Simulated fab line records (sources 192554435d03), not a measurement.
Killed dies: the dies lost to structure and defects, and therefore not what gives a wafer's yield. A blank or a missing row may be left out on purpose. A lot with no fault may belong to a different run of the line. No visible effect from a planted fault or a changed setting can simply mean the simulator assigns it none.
Matching of chambers | flow n5_finfet | N5_HKMG_FIN_DESCUM_17 on rie_diel-02 has 4 sister chambers
The step chemistry O2, time 7.9 s. 8 wafers are shown with their chamber, then 10 later ones without.

== WAFERS, EACH WITH ITS CHAMBER ==
wafer  | chamber | drypump_motor_current_A (A) | showerhead_plenum_p_Torr (Torr)
L083.2 | 1       | 6.2                         | 1.98
L083.4 | 0       | 6.4                         | 2.01
L087.3 | 0       | 6.4                         | 2.00
L088.2 | 2       | 6.0                         | 2.20
L088.3 | 3       | 6.3                         | 2.12
L088.5 | 3       | 6.4                         | 2.12
L091.1 | 2       | 6.0                         | 2.19
L091.2 | 1       | 6.2                         | 2.24

== WAFERS WITHOUT THEIR CHAMBER ==
wafer  | drypump_motor_current_A (A) | showerhead_plenum_p_Torr (Torr)
L091.3 | 6.4                         | 2.00
L094.3 | 6.0                         | 2.19
L094.4 | 6.4                         | 1.99
L094.5 | 6.0                         | 2.19
L096.1 | 6.2                         | 2.23
L096.4 | 6.4                         | 2.12
L096.5 | 6.4                         | 1.99
L097.1 | 6.4                         | 1.99
L097.3 | 6.2                         | 2.23
L097.6 | 6.2                         | 2.23

== THE CHAMBER EACH PASSED THROUGH ==
wafer  | from the rows above     | in truth
L091.3 | can't be placed: 0 or 3 | 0
L094.3 | 2                       | 2
L094.4 | can't be placed: 0 or 3 | 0
L094.5 | 2                       | 2
L096.1 | 1                       | 1
L096.4 | can't be placed: 0 or 3 | 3
L096.5 | can't be placed: 0 or 3 | 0
L097.1 | can't be placed: 0 or 3 | 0
L097.3 | 1                       | 1
L097.6 | 1                       | 1
Correctly placed: 5 of 10. From these rows, 5 cannot be placed; in 5 the true chamber is one of the candidates. Placed wrongly: 0.
How it was worked out, from the rows above alone: a wafer's distance from a chamber is the root of the sum, over the readings, of the square of ((its reading less the chamber's mean) divided by the reading's scatter). If the next closest chamber is less than 2 further off than the closest, the wafer can't be placed; otherwise it belongs to the closest. The mean given for a chamber averages the wafers shown for that chamber. The scatter: the root of (the sum of the squares of (reading less its chamber's mean) over the shown wafers, divided by (wafers less chambers)).
